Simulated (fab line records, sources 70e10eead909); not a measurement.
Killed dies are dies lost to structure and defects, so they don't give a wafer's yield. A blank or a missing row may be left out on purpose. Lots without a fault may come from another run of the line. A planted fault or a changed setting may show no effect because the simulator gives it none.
fab line records | flow nand_harc
record lots=15 wafers=43 last_day=33
route steps=1302 shown A_WL_FILL@982 A_CONTACT@986
lots that met no fault: from a run of the same line without faults
start_h: hours from the record's first day to the start of the lot's first wafer shown | wait_h: hours since the lot's step before | " the same as in the row above | L1.1+2: a row that stands for several wafers | - no value, or no start given | * or withheld: withheld | < > ~ a bound
route shown NAME@n: a module of which the file shows steps, and the number in the route of the first | usual: mean/standard deviation of fault-free wafers | same: alike in all rows | chamber/n: place in a boat | sites: the reading at each site | _std_site: their standard deviation | _edge_site: outer sites' mean less inner sites' | radius_mm: how far each site lies from the wafer's centre | mask NAME#n: copy n | behind: the tool/chamber that last shaped the wafer | hold: why the lot was held/for how many hours/how that ended | device: the transistor (n, p or np) that didn't switch | end of line: the same wafers' tests at the end of the route | a step without rows: its recipe alone | killed: dies lost to structure and defects at the first sort, not the wafer's yield | map: a wafer's dies, x killed, . not, _ none there
set.NAME: the setting as run; set.NAME@STEP: as run at that earlier step | model.NAME: the simulator's own value behind a step, which no gauge read
steps of the route over a sample of lots; a table a step, a row a wafer
services: from which hour (start_h, from the record's first day; less than 0 if before it) a tool's chamber was out of use, for how many hours, and why
## steps
# step NHARC_A_WL_FILL_INSPECT_15
# usual raw_defect_count=513/150
# columns lot.wafer tool chamber start_h wait_h raw_defect_count
L547.3 defect_inspect-02 - 478.85 0.0 382
L547.4 " - " " 404
L547.5 " - " " 489
L549.1 defect_inspect-01 - 509.89 0.0 375
L549.4 " - " " 258
L549.6 " - " " 257
L551.1 defect_inspect-02 - 514.10 0.0 646
L551.6 " - " " 564
L550.1 defect_inspect-01 - 514.12 0.0 509
L550.5 " - " " 408
L550.6 " - " " 466
L548.1 defect_inspect-02 - 517.17 0.0 678
L548.4 " - " " 606
L558.3 defect_inspect-02 - 598.16 0.0 521
L558.5 " - " " 675
L558.6 " - " " 468
L559.1 defect_inspect-02 - 606.96 0.0 639
L559.2 " - " " 429
L559.5 " - " " 531
L560.3 defect_inspect-02 - 614.05 0.0 1134
L560.4 " - " " 622
L560.6 " - " " 815
L561.1 defect_inspect-01 - 614.07 0.0 372
L561.3 " - " " 411
L561.6 " - " " 362
L563.3 defect_inspect-01 - 655.51 0.0 384
L563.5 " - " " 473
L563.6 " - " " 373
L562.3 defect_inspect-01 - 660.59 0.0 525
L562.4 " - " " 448
L562.5 " - " " 462
L564.1 defect_inspect-01 - 663.80 0.0 385
L564.3 " - " " 674
L564.6 " - " " 470
L565.1 defect_inspect-01 - 677.86 0.0 512
L565.2 " - " " 568
L565.6 " - " " 450
L567.2 defect_inspect-02 - 687.83 0.0 534
L567.3 " - " " 631
L567.4 " - " " 544
L569.1 defect_inspect-01 - 718.72 0.0 499
L569.5 " - " " 383
L569.6 " - " " 493
# step NHARC_A_CONTACT_DEP_29
# recipe target_thk_a=1000 target_thk_nm=100 temp_c=400 pressure_torr=3.5 flow_sccm=200 rf_w=350 material=SiON
# usual heater_power_w=768/91
# columns lot.wafer tool chamber start_h wait_h heater_power_w
L547.3 pecvd-04 1 487.09 2.2 778
L547.5 " 2 " " 788
L547.4 " 1 " " 761
L549.1 pecvd-03 2 514.91 3.6 765
L549.4 " 1 " " 807
L549.6 " 2 " " 743
L550.1 pecvd-02 1 519.12 3.6 796
L550.6 " 2 " " 610
L550.5 " 0 " " 646
L551.1 pecvd-03 2 519.84 3.6 725
L551.6 " 1 " " 677
L548.1 pecvd-02 1 523.59 3.6 797
L548.4 " 1 " " 789
L558.3 pecvd-03 1 603.12 2.2 835
L558.5 " 1 " " 822
L558.6 " 2 " " 703
L559.2 pecvd-04 0 613.12 2.8 1013
L559.1 " 1 " " 656
L559.5 " 0 " " 1020
L560.3 pecvd-03 1 624.30 2.1 726
L560.4 " 1 " " 717
L560.6 " 0 " " 789
L561.1 pecvd-04 2 624.36 3.6 900
L561.3 " 0 " " 856
L561.6 " 0 " " 894
L563.3 pecvd-03 0 660.53 2.2 858
L563.5 " 2 " " 696
L563.6 " 0 " " 859
L562.3 pecvd-04 0 665.51 2.1 947
L562.4 " 0 " " 937
L562.5 " 1 " " 740
L564.3 pecvd-03 2 670.41 2.2 738
L564.1 " 0 " " 755
L564.6 " 0 " " 756
L565.1 pecvd-03 1 685.42 3.6 821
L565.2 " 2 " " 754
L565.6 " 2 " " 619
L567.2 pecvd-02 1 694.77 2.8 909
L567.3 " 0 " " 715
L567.4 " 0 " " 727
L569.1 pecvd-02 1 723.64 3.6 857
L569.5 " 0 " " 622
L569.6 " 1 " " 892
# step NHARC_A_CONTACT_ETCH_50
# recipe target_depth_a=1210 time_s=60.5 cf4_flow_sccm=100 chf3_flow_sccm=30 ar_flow_sccm=0 rf_w=500 bias_w=200 chemistry=CF4/CHF3
# usual drypump_motor_current_A=5.8/0.49 oes_product_au=0.952/0.021 rf_vpp_V=370.3/2.2 showerhead_plenum_p_Torr=1.56/0.067 throttle_valve_pct=16.803/0.0092
# columns lot.wafer tool chamber start_h wait_h drypump_motor_current_A oes_product_au rf_hours_counter_h rf_vpp_V showerhead_plenum_p_Torr throttle_valve_pct
L547.4 rie_diel-10 3 489.08 - 6.4 0.963 9 371.3 1.58 16.806
L547.3 " 2 " " 5.8 0.992 8 371.9 1.60 16.792
L547.5 " 0 " " 5.7 0.965 - 372.2 1.65 16.807
L549.4 rie_diel-10 3 516.39 - 6.4 0.955 14 370.3 1.58 16.803
L549.1 " 0 " " 5.7 0.842 14 372.2 1.65 16.798
L549.6 " 1 " " 6.1 0.953 - 367.5 1.46 16.785
L550.1 rie_diel-04 3 520.57 - 6.1 0.918 48 371.4 1.58 16.798
L550.6 " 0 " " 5.6 0.927 - 368.4 1.51 16.810
L550.5 " 1 " " 5.8 0.921 - 368.2 1.53 16.810
L551.1 rie_diel-10 2 521.22 - 5.8 0.841 16 372.8 1.59 16.824
L551.6 " 1 " " 6.2 0.970 - 366.3 1.46 16.799
L548.1 rie_diel-10 3 525.01 - 6.4 0.854 15 371.1 1.58 16.801
L548.4 " 0 " " 5.7 0.979 16 372.0 1.65 16.789
L558.3 rie_diel-04 2 604.73 - 5.1 0.923 23 367.9 1.48 16.816
L558.5 " 1 " " 5.8 0.927 - 371.2 1.53 16.804
L558.6 " 2 " " 5.1 0.933 - 366.7 1.48 16.818
L559.2 rie_diel-05 1 614.73 0.4 4.8 0.957 9 371.7 1.59 16.803
L559.1 " 3 " " 4.9 0.964 10 367.9 1.49 16.793
L559.5 " 1 " " 4.8 0.955 - 372.0 1.59 16.805
L560.3 rie_diel-10 1 625.75 - 6.2 0.971 2 374.8 1.70 16.799
L560.4 " 0 " " 5.7 0.978 2 373.0 1.64 16.835
L560.6 " 1 " " 6.2 0.979 - 375.0 1.70 16.803
L561.1 rie_diel-05 1 626.32 - 4.8 0.945 14 370.9 1.59 16.808
L561.3 " 2 " " 6.2 0.948 14 369.6 1.53 16.815
L561.6 " 3 " " 4.9 0.952 - 368.6 1.49 16.816
L563.3 rie_diel-04 1 661.93 - 5.9 0.920 41 371.1 1.52 16.814
L563.5 " 2 " " 5.1 0.917 - 367.9 1.47 16.807
L563.6 " 3 " " 6.2 0.923 - 369.8 1.57 16.813
L562.4 rie_diel-04 0 666.95 - 5.6 0.924 34 368.3 1.50 16.804
L562.3 " 1 " " 5.8 0.918 42 367.9 1.52 16.792
L562.5 " 2 " " 5.1 0.925 - 366.6 1.47 16.794
L564.3 rie_diel-10 2 671.70 - 5.8 0.964 11 371.0 1.59 16.801
L564.1 " 1 " " 6.2 0.979 9 374.7 1.70 16.811
L564.6 " 3 " " 6.4 0.964 - 372.3 1.57 16.797
L565.1 rie_diel-05 0 686.72 - 6.1 0.964 27 369.7 1.55 16.812
L565.2 " 2 " " 6.2 0.976 39 368.7 1.52 16.802
L565.6 " 1 " " 4.8 0.974 - 372.7 1.59 16.794
L567.2 rie_diel-10 1 696.21 - 6.2 0.947 13 374.8 1.70 16.803
L567.3 " 3 " " 6.4 0.967 15 370.7 1.57 16.824
L567.4 " 0 " " 5.7 0.971 14 373.3 1.64 16.799
L569.1 rie_diel-10 1 724.93 - 6.1 0.959 21 374.7 1.69 16.783
L569.5 " 3 " " 6.4 0.976 - 370.3 1.57 16.790
L569.6 " 0 " " 5.7 0.984 - 372.6 1.64 16.802
# step NHARC_A_CONTACT_ETCH_111
# recipe source_w=withheld pressure_mtorr=20 bias_v=withheld time_s=140 target_depth_a=7000 ar_flow_sccm=withheld c4f8_flow_sccm=withheld o2_flow_sccm=withheld chemistry=C4F8/O2/Ar
# columns lot.wafer tool chamber start_h wait_h rf_hours_counter_h
L547.3 har_cap_etch-03 0 490.43 - -
L547.4 " 1 " " -
L547.5 " 0 " " -
L549.1 har_cap_etch-01 0 517.71 - 0
L549.4 " 1 " " -
L549.6 " 1 " " -
L550.1 har_cap_etch-02 1 521.87 - 90
L550.5 " 1 " " -
L550.6 " 0 " " -
L551.1 har_cap_etch-03 1 522.52 - 45
L551.6 " 1 " " -
L548.1 har_cap_etch-02 0 526.31 - 93
L548.4 " 1 " " -
L558.3 har_cap_etch-01 1 606.10 - -
L558.6 " 1 " " -
L558.5 " 0 " " -
L559.2 har_cap_etch-01 0 616.83 1.5 18
L559.1 " 1 " " 18
L559.5 " 0 " " -
L560.4 har_cap_etch-01 1 627.13 - -
L560.3 " 0 " " -
L560.6 " 1 " " -
L561.1 har_cap_etch-03 1 627.88 - 63
L561.3 " 1 " " -
L561.6 " 1 " " -
L563.3 har_cap_etch-03 1 663.28 - -
L563.5 " 1 " " -
L563.6 " 0 " " -
L562.4 har_cap_etch-01 0 668.44 - -
L562.3 " 1 " " -
L562.5 " 0 " " -
L564.1 har_cap_etch-02 1 673.01 - 116
L564.3 " 0 " " -
L564.6 " 1 " " -
L565.2 har_cap_etch-01 1 688.03 - 31
L565.1 " 0 " " 31
L565.6 " 1 " " -
L567.2 har_cap_etch-01 1 697.55 - 33
L567.3 " 0 " " -
L567.4 " 1 " " -
L569.1 har_cap_etch-02 1 726.22 - 127
L569.6 " 1 " " -
L569.5 " 0 " " -
## services
# columns tool chamber start_h hours kind
pecvd-02 0 491.84 22.6 repair
rie_diel-10 2 491.88 3.8 repair
rie_diel-10 0 493.47 8.1 repair
har_cap_etch-01 - 497.45 17.0 pm
pecvd-02 1 501.37 16.9 repair
rie_diel-10 3 502.36 6.0 repair
rie_diel-04 - 518.10 0.4 repair
rie_diel-04 - 532.73 9.0 pm
har_cap_etch-01 - 540.72 0.5 repair
pecvd-03 - 547.40 13.0 pm
rie_diel-04 0 556.36 9.9 repair
rie_diel-04 2 578.68 6.6 repair
rie_diel-05 - 583.79 9.0 pm
rie_diel-10 3 587.41 6.6 repair
pecvd-02 - 589.31 13.0 pm
rie_diel-10 - 596.68 9.0 pm
rie_diel-05 0 610.12 17.1 repair
pecvd-04 - 631.40 13.0 pm
rie_diel-05 1 645.84 2.8 repair
rie_diel-10 3 648.01 3.5 repair
rie_diel-10 - 661.80 0.6 repair
pecvd-02 - 696.67 0.7 repair
pecvd-02 2 708.81 8.9 repair
rie_diel-04 - 709.92 9.0 pm
## key
first_sign step=NHARC_A_CONTACT_ETCH_50 reading=oes_product_au direction=down sigmas=5 usual=0.952 struck=0.846
effect none on later readings
met_at NHARC_A_CONTACT_ETCH_50
struck_lots L548,L549,L551
struck_wafers L548.1,L549.1,L551.1
sort_left_out L548.1,L549.1,L551.1
tester_left_out L548,L549,L551
not_acting_at NHARC_A_WL_FILL_INSPECT_15,NHARC_A_CONTACT_DEP_29,NHARC_A_CONTACT_ETCH_111
onset_between 489.08 516.39
fault kind=process_parameter_drift tool=rie_diel-10 chamber=- onset_h=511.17 steps=NHARC_A_CONTACT_ETCH_50 channel=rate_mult offset=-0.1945 shape=step end_h=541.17 scope=struck_wafers_only
# tester_left_out: of these lots the tester's yield and bins aren't shown, on N5 and GAA mostly nor the transistor test; their killed dies are dies lost to structure and defects alone, not to doping, threshold or leakage, so they don't give the yield
# sort_left_out: the simulated sort isn't trusted on such a fault, so these wafers' sort isn't shown, and their yield isn't known
